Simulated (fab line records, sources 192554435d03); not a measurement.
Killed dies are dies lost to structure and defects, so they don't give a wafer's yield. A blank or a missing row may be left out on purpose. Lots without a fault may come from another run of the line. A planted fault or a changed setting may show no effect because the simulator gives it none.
Chamber matching | flow n5_finfet | N5_BEOL_M9_CURE_72 on uv_cure-03: 3 sister chambers
The step cures SiCOH lowk, time 120 s. 16 wafers are shown with their chamber, then 8 later ones without.

WAFERS WITH THEIR CHAMBER
wafer  | chamber | lamp_power_pct (%) | wafer_temp_C_max
L075.2 | 1       | 52.39              | 371.2
L075.4 | 1       | 52.32              | 371.2
L075.6 | 1       | 52.39              | 371.0
L077.1 | 2       | 52.42              | 371.8
L077.2 | 2       | 52.20              | 370.8
L077.5 | 2       | 52.38              | 371.3
L080.1 | 2       | 52.34              | 371.1
L080.3 | 2       | 52.29              | 371.4
L080.5 | 2       | 52.28              | 370.8
L083.3 | 0       | 52.30              | 371.2
L083.5 | 0       | 52.37              | 371.1
L083.6 | 0       | 52.28              | 370.8
L091.4 | 0       | 52.35              | 371.3
L091.5 | 0       | 52.29              | 371.0
L091.6 | 0       | 52.30              | 371.3
L093.3 | 2       | 52.32              | 371.2

SIGNATURES (means of the wafers above)
reading          | chamber 0 | chamber 1 | chamber 2 | scatter within a chamber
lamp_power_pct   | 52.3150   | 52.3667   | 52.3186   | 0.056
wafer_temp_C_max | 371.117   | 371.133   | 371.200   | 0.271
Rule: a wafer's distance from a chamber is the root of the sum, over the readings, of the square of ((its reading less the chamber's mean) divided by the reading's scatter). The wafer belongs to the nearest chamber; if the next one is less than 2 further off, it can't be placed. The scatter: the root of (the sum of the squares of (reading less its chamber's mean) over the shown wafers, divided by (wafers less chambers)).

WAFERS WITHOUT THEIR CHAMBER
wafer  | lamp_power_pct (%) | wafer_temp_C_max
L093.5 | 52.37              | 370.5
L093.6 | 52.26              | 371.2
L094.1 | 52.30              | 370.7
L094.3 | 52.31              | 371.4
L094.5 | 52.27              | 370.9
L097.1 | 52.39              | 371.8
L097.2 | 52.34              | 371.8
L097.6 | 52.26              | 371.3

WHICH CHAMBER EACH WENT THROUGH
wafer  | from the rows above          | in truth
L093.5 | can't be placed: 1 or 0 or 2 | 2
L093.6 | can't be placed: 0 or 2 or 1 | 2
L094.1 | can't be placed: 0 or 2 or 1 | 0
L094.3 | can't be placed: 2 or 0 or 1 | 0
L094.5 | can't be placed: 0 or 2 or 1 | 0
L097.1 | can't be placed: 1 or 2 or 0 | 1
L097.2 | can't be placed: 2 or 1 or 0 | 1
L097.6 | can't be placed: 2 or 0 or 1 | 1
Placed correctly: 0 of 8. Can't be placed from these rows: 8 (the true chamber is among the candidates in 8). Placed wrongly: 0.
